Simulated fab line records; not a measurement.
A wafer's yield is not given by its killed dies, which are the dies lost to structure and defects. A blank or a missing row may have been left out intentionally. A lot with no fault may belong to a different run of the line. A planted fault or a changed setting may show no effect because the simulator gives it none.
One fault through the eyes of 2 desks :: flow nand harc :: every desk sees just its own numbers, and what lay behind them comes last

== THE DEFECT DESK ==
Inspection counts along the route, by lot: the mean over sampled wafers that carry a number. If a lot's mean is further than 4 standard deviations from the usual mean, the lot is out of limits and carries the mark OUT (the distance appears in the brackets).
Columns: A = raw defect count at NHARC_P_CONTACT_INSPECT_27, usual 296
lot: L959
first seen here: day 5 20:27
A: 303

lot: L963
first seen here: day 6 12:59
A: 450

lot: L962
first seen here: day 6 13:41
A: 228

lot: L964
first seen here: day 7 09:44
A: 419

lot: L965
first seen here: day 7 10:16
A: 337

lot: L966
first seen here: day 7 14:37
A: 225

lot: L968
first seen here: day 8 05:56
A: 196

lot: L967
first seen here: day 8 06:11
A: 2453 (+20) OUT

lot: L969
first seen here: day 8 15:53
A: 2364 (+19) OUT

lot: L971
first seen here: day 8 23:12
A: 244

lot: L975
first seen here: day 10 01:08
A: 348

lot: L979
first seen here: day 10 21:27
A: 288

lot: L980
first seen here: day 11 00:02
A: 407

lot: L981
first seen here: day 11 02:10
A: 304
This desk's verdict: out of limits on L967, L969, starting with L967 at day 8 06:11 (raw defect count at NHARC_P_CONTACT_INSPECT_27). L959, L963, L962, L964, L965, L966, L968, L971, L975, L979, L980, L981 stayed within limits.

== AT THE TOOL OWNER'S DESK: cmp-03 ==
The tool's own readings at NHARC_P_CONTACT_CMP_24 (polishes, t overpolish 30 s, target thk 200 nm): means of the sampled wafers that have a number, for each lot that ran on this tool. If a lot's mean is further than 4 standard deviations from the usual mean, the lot is out of limits and carries the mark OUT (the distance appears in the brackets).
Columns: A = edge zone pressure frac at NHARC_P_CONTACT_CMP_24, usual 0.999; B = motor current A at NHARC_P_CONTACT_CMP_24, usual 12.1 A; C = overpolish run s at NHARC_P_CONTACT_CMP_24, usual 30.000 s; D = slurry flow ml min at NHARC_P_CONTACT_CMP_24, usual 150.0; E = time to endpoint s at NHARC_P_CONTACT_CMP_24, usual 40.1 s
lot: L959
first seen here: day 5 20:02
A: 0.995
B: 11.2
C: 29.996
D: 149.8
E: 41.5

lot: L964
first seen here: day 7 09:24
A: 1.000
B: 12.5
C: 29.993
D: 149.9
E: 42.5

lot: L965
first seen here: day 7 09:52
A: 0.996
B: 12.4
C: 29.998
D: 150.3
E: 45.0

lot: L971
first seen here: day 8 22:49
A: 1.000
B: 12.6
C: 30.008
D: 150.1
E: 36.9

lot: L975
first seen here: day 10 00:46
A: 1.001
B: 11.4
C: 30.001
D: 150.4
E: 38.4

lot: L980
first seen here: day 10 23:38
A: 0.997
B: 13.0
C: 29.998
D: 150.1
E: 39.0

lot: L981
first seen here: day 11 01:45
A: 1.003
B: 11.1
C: 30.001
D: 149.9
E: 43.1
This desk found nothing out of limits on any of the 7 lots.

== BROUGHT TOGETHER ==
The defect desk could have raised an alarm at day 8 06:11, on L967, L969.
The desk of the tool owner found nothing out of limits.
The tool owner's desk has no number on record for L967, L969.
All the named lots went through NHARC_P_CONTACT_CMP_24 on cmp-03.

== WHAT HAD BEEN PUT IN BY THE SIMULATOR ==
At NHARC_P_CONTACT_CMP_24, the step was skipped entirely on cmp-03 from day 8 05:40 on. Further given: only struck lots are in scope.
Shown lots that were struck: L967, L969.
Hours from the fault's start to each desk's first reading out of limits: the defect desk, 1.
